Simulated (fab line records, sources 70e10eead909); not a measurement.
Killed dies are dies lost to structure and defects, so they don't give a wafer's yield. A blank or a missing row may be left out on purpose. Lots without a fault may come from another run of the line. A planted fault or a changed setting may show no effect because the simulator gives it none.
A struck lot beside a sound one | flow nand_harc | 15 steps out of a route of 1159
Sound: wafers L586.2, L586.3, L586.6. Struck: wafers L591.1, L591.2, L591.3. The cause comes at the end.
At each step with rows: each side's tool, then ch and its chambers, then its first start. Under that, the readings that differ: sound wafers | struck wafers | difference of the means | sigmas: that difference in standard deviations of wafers without a fault.
alike: readings whose means differ by less than 2 such deviations, and words and numbers that are the same on both sides. not compared: withheld readings, readings that some wafer has no value for, bounds like >300 that may hide the same value, and numbers for which the record gives no deviation and whose values overlap.
The two part at a step that has a row with sigmas, a row that says differs or no value, or rows on one side only. Numbers that don't overlap but have no deviation are shown without sigmas and don't part them. A reading that every wafer of one side lacks parts them only if that side has two wafers or more.

NHARC_P_GATE_INSPECT_28:
  sound on defect_inspect-01, day 5 16:57; struck on defect_inspect-01, day 7 07:59
  alike: raw_defect_count
NHARC_P_GATE_DESCUM_31: chemistry O2, time 3 s.
  sound on rie_diel-07 ch 0,2,3, day 5 17:01; struck on rie_diel-04 ch 0,1,2, day 7 08:02
  alike: drypump_motor_current_A, oes_product_au, rf_vpp_V, showerhead_plenum_p_Torr, throttle_valve_pct
  not compared: rf_hours_counter_h
NHARC_P_GATE_ETCH_104: etches the open film in CF4/CHF3, target depth 60 nm.
  sound on rie_diel-07 ch 1,3, day 5 17:11; struck on rie_diel-04 ch 1,2,3, day 7 08:20
  alike: bias_w, drypump_motor_current_A, oes_product_au, rf_vpp_V, showerhead_plenum_p_Torr, throttle_valve_pct
NHARC_P_GATE_HM_OPEN_105: chemistry O2/COS, target depth 360 nm.
  sound on rie_diel-07 ch 1,2,3; struck on rie_diel-04 ch 1,2,3
  alike: bias_w, drypump_motor_current_A, oes_product_au, rf_vpp_V, showerhead_plenum_p_Torr, throttle_valve_pct
  not compared: rf_hours_counter_h
then, 3 steps without rows for these wafers: NHARC_P_GATE_STRIP_106 (strips in O2/COS); NHARC_P_GATE_ETCH_114 (etches the open film in CF4/O2, target depth 30 nm, overetch 3 nm, time 16.5 s); NHARC_P_GATE_ETCH_32 (etches the open film in HBr/Cl2, target depth 150 nm, time 100.1 s).
NHARC_P_GATE_STRIP_108: strips in O2.
  sound on rie_diel-02 ch 0,1,3, day 5 17:44; struck on rie_diel-04 ch 0,1,3, day 7 09:28
  alike: drypump_motor_current_A, oes_product_au, rf_vpp_V, showerhead_plenum_p_Torr, throttle_valve_pct
  not compared: rf_hours_counter_h
NHARC_P_GATE_CD_MEAS_33:
  sound on cd_sem-02, day 5 17:55; struck on cd_sem-03, day 7 09:37
  alike: cd_nm
then, 3 steps without rows for these wafers: NHARC_P_GATE_STRIP_35 (strips in SPM, time 600 s); NHARC_P_GATE_PRECLEAN_73 (cleans in SC1); NHARC_P_GATE_SRD_74.
NHARC_P_GATE_ALD_36: deposits SiNx, target thk 20 nm, pulse time 60 s, ald cycles 223.
  sound on ald_sin-03 ch 1,2, day 5 18:23; struck on ald_sin-03 ch 0,2,3, day 7 10:05
  reading    | sound       | struck      | difference | sigmas
  ald_cycles | 223 223 223 | 205 205 205 | -18        |
  alike: heater_power_w, precursor_pulse_height_rel
NHARC_P_GATE_ETCHBACK_37: etches the open film in CHF3/O2, target depth 34.5 nm, time 17.2 s.
  sound on rie_diel-04 ch 1,2,3; struck on rie_diel-04 ch 0,2,3
  reading               | sound          | struck         | difference | sigmas
  oes_product_au (a.u.) | 1.00 0.99 0.99 | 0.93 0.91 0.93 | -0.07      | -2
  alike: bias_w, drypump_motor_current_A, rf_vpp_V, showerhead_plenum_p_Torr, throttle_valve_pct
  not compared: rf_hours_counter_h
then, 1 step without rows for these wafers: NHARC_END_SORT_01.

WHERE THEY PART
Only at NHARC_P_GATE_ETCHBACK_37, within this record.

WHY: what the simulator had put in
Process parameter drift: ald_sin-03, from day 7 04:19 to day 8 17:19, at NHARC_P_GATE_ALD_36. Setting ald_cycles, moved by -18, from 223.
